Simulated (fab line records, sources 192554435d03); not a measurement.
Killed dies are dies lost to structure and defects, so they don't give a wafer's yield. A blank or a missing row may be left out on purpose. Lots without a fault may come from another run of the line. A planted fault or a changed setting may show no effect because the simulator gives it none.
Chamber matching | flow n5_finfet | N5_HKMG_FIN_DESCUM_17 on rie_diel-03: 4 sister chambers
The step chemistry O2, time 7.9 s. 8 wafers are shown with their chamber, then 8 later ones without.

WAFERS WITH THEIR CHAMBER
wafer  | chamber | throttle_valve_pct (%) | drypump_motor_current_A (A)
L080.2 | 2       | 20.6                   | 6.3
L080.4 | 1       | 20.4                   | 5.8
L081.3 | 0       | 20.9                   | 5.3
L081.6 | 1       | 20.5                   | 5.8
L082.3 | 3       | 20.5                   | 5.1
L082.4 | 2       | 20.6                   | 6.3
L082.6 | 3       | 20.5                   | 5.2
L087.1 | 0       | 20.9                   | 5.3

WAFERS WITHOUT THEIR CHAMBER
wafer  | throttle_valve_pct (%) | drypump_motor_current_A (A)
L087.2 | 20.7                   | 6.3
L087.5 | 20.5                   | 5.8
L089.1 | 20.5                   | 5.8
L089.4 | 20.5                   | 5.1
L089.6 | 20.5                   | 5.8
L094.4 | 20.7                   | 6.3
L094.5 | 20.5                   | 5.8
L094.6 | 20.6                   | 5.1

WHICH CHAMBER EACH WENT THROUGH
wafer  | from the rows above | in truth
L087.2 | 2                   | 2
L087.5 | 1                   | 1
L089.1 | 1                   | 1
L089.4 | 3                   | 3
L089.6 | 1                   | 1
L094.4 | 2                   | 2
L094.5 | 1                   | 1
L094.6 | 3                   | 3
Placed correctly: 8 of 8. Can't be placed from these rows: 0. Placed wrongly: 0.
How it was worked out, from the rows above alone: a wafer's distance from a chamber is the root of the sum, over the readings, of the square of ((its reading less the chamber's mean) divided by the reading's scatter). The wafer belongs to the nearest chamber; if the next one is less than 2 further off, it can't be placed. A chamber's mean is the mean of its shown wafers. The scatter: the root of (the sum of the squares of (reading less its chamber's mean) over the shown wafers, divided by (wafers less chambers)).
